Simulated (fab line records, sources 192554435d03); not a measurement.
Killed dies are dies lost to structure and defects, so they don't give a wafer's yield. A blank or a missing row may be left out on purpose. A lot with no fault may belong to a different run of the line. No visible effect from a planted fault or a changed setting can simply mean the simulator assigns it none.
Lot-split experiment | flow n5 finfet | 39 wafers read from 7 lots, route of 1938 steps

ON THE SPLIT
At N5_MOL_CONTACT_COAG_CVD_140 (deposits W, target thk 66.5 nm, time 215 s), the setting target thk a was moved away from the recipe's 665 angstrom on 12 of the 39 wafers read, by -10.8% to +8.2%. All remaining wafers had this setting at the recipe value.

The reading comes from the split's own step.

THE READING
W_of_MOL_CONTACT_COAG_CVD_140.thk nm (the simulator's own value, which no gauge read), in nm, at N5_MOL_CONTACT_COAG_CVD_140 (deposits W, target thk 66.5 nm, time 215 s). The file gives no usual value for it. The 27 wafers here that ran the recipe average 66.7 nm, standard deviation 0.43 nm.

wafer  | tool, chamber at the split | target thk a as run, angstrom | against the recipe | W_of_MOL_CONTACT_COAG_CVD_140.thk nm, nm | against lot-mates on the recipe
L077.1 | cvd w-02, 1                | 665                           | recipe             | 66.4                                     | -
L077.6 | cvd w-02, 1                | 665                           | recipe             | 66.4                                     | -
L077.2 | cvd w-02, 0                | 719.6                         | +8.2%              | 71.6                                     | +5.1
L077.3 | cvd w-02, 0                | 665                           | recipe             | 66.8                                     | -
L077.4 | cvd w-02, 1                | 719.6                         | +8.2%              | 72.6                                     | +6.1
L077.5 | cvd w-02, 0                | 719.6                         | +8.2%              | 72.2                                     | +5.7
L083.1 | cvd w-01, 1                | 665                           | recipe             | 66.2                                     | -
L083.3 | cvd w-01, 0                | 665                           | recipe             | 66.6                                     | -
L083.5 | cvd w-01, 1                | 665                           | recipe             | 66                                       | -
L084.1 | cvd w-02, 0                | 665                           | recipe             | 66.2                                     | -
L084.6 | cvd w-02, 0                | 665                           | recipe             | 66.2                                     | -
L084.2 | cvd w-02, 1                | 709.6                         | +6.7%              | 71.8                                     | +5.4
L084.5 | cvd w-02, 1                | 709.6                         | +6.7%              | 71.8                                     | +5.4
L084.3 | cvd w-02, 0                | 709.6                         | +6.7%              | 71.2                                     | +4.8
L084.4 | cvd w-02, 1                | 665                           | recipe             | 66.8                                     | -
L090.1 | cvd w-02, 1                | 665                           | recipe             | 66                                       | -
L090.2 | cvd w-02, 1                | 690.6                         | +3.8%              | 69.6                                     | +3.0
L090.3 | cvd w-02, 1                | 665                           | recipe             | 67                                       | -
L090.4 | cvd w-02, 1                | 690.6                         | +3.8%              | 70                                       | +3.4
L090.5 | cvd w-02, 1                | 690.6                         | +3.8%              | 69.8                                     | +3.2
L090.6 | cvd w-02, 1                | 665                           | recipe             | 66.8                                     | -
L092.1 | cvd w-02, 1                | 665                           | recipe             | 67.2                                     | -
L092.3 | cvd w-02, 1                | 665                           | recipe             | 67.2                                     | -
L092.6 | cvd w-02, 1                | 665                           | recipe             | 67.2                                     | -
L092.2 | cvd w-02, 0                | 665                           | recipe             | 66.6                                     | -
L092.4 | cvd w-02, 0                | 665                           | recipe             | 66.6                                     | -
L092.5 | cvd w-02, 0                | 665                           | recipe             | 66.2                                     | -
L096.1 | cvd w-01, 0                | 665                           | recipe             | 66.2                                     | -
L096.2 | cvd w-01, 1                | 665                           | recipe             | 67                                       | -
L096.3 | cvd w-01, 1                | 593.4                         | -10.8%             | 60                                       | -6.7
L096.4 | cvd w-01, 0                | 593.4                         | -10.8%             | 60.2                                     | -6.5
L096.5 | cvd w-01, 1                | 665                           | recipe             | 66.8                                     | -
L096.6 | cvd w-01, 0                | 593.4                         | -10.8%             | 59.8                                     | -6.9
L097.1 | cvd w-02, 0                | 665                           | recipe             | 67.2                                     | -
L097.2 | cvd w-02, 1                | 665                           | recipe             | 67.6                                     | -
L097.3 | cvd w-02, 0                | 665                           | recipe             | 66.6                                     | -
L097.5 | cvd w-02, 0                | 665                           | recipe             | 66.6                                     | -
L097.4 | cvd w-02, 1                | 665                           | recipe             | 67.4                                     | -
L097.6 | cvd w-02, 1                | 665                           | recipe             | 66.4                                     | -

FIT RESULTS
A straight line over all 39 wafers: W_of_MOL_CONTACT_COAG_CVD_140.thk nm changes by +0.661 nm for each +1% of target thk a; r = +0.99; the points scatter about the line by 0.46 nm.
The same after taking each lot's own level away (the mean of its wafers on the recipe; 39 wafers): +0.674 nm for each +1%; r = +0.99; scatter 0.44 nm.
That fit puts the effect of the largest move of target thk a on the reading at 7.3 nm.
Across the lots, their own levels run from 66.27 to 66.97 nm, a range of 1.6 times the standard deviation given above.
Hence the lot-to-lot level has little effect on the slope; both slopes agree.
Check: -7.22 nm against its lot-mates is what the line predicts for one of the wafers moved furthest among these (-10.8%) when that wafer is left out of the fit. It came out at -6.67 nm against them.

OTHER SPLITS ON THESE WAFERS
These wafers also went through other splits before the reading. Each is held against what the fit with the lots' levels taken away leaves over:
other split on the same wafers       | wafers away from the commonest value | r with W_of_MOL_CONTACT_COAG_CVD_140.thk nm (lot level and that fit taken away)
N5_WELL_APT_IMPLANT_32 energy kev    | 15                                   | -0.14
N5_FIN_SAQP_EXPOSE_13 dose mj        | 15                                   | +0.01
N5_DUMMY_GATE_HM_DEP_06 target thk a | 18                                   | +0.21
N5_SD_EPI_N_EPI_21 pressure torr     | 33                                   | +0.19

THE FILE'S OWN FIT
W_of_MOL_CONTACT_COAG_CVD_140.thk nm changes by +0.678 nm for each +1% of target thk a, r = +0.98.
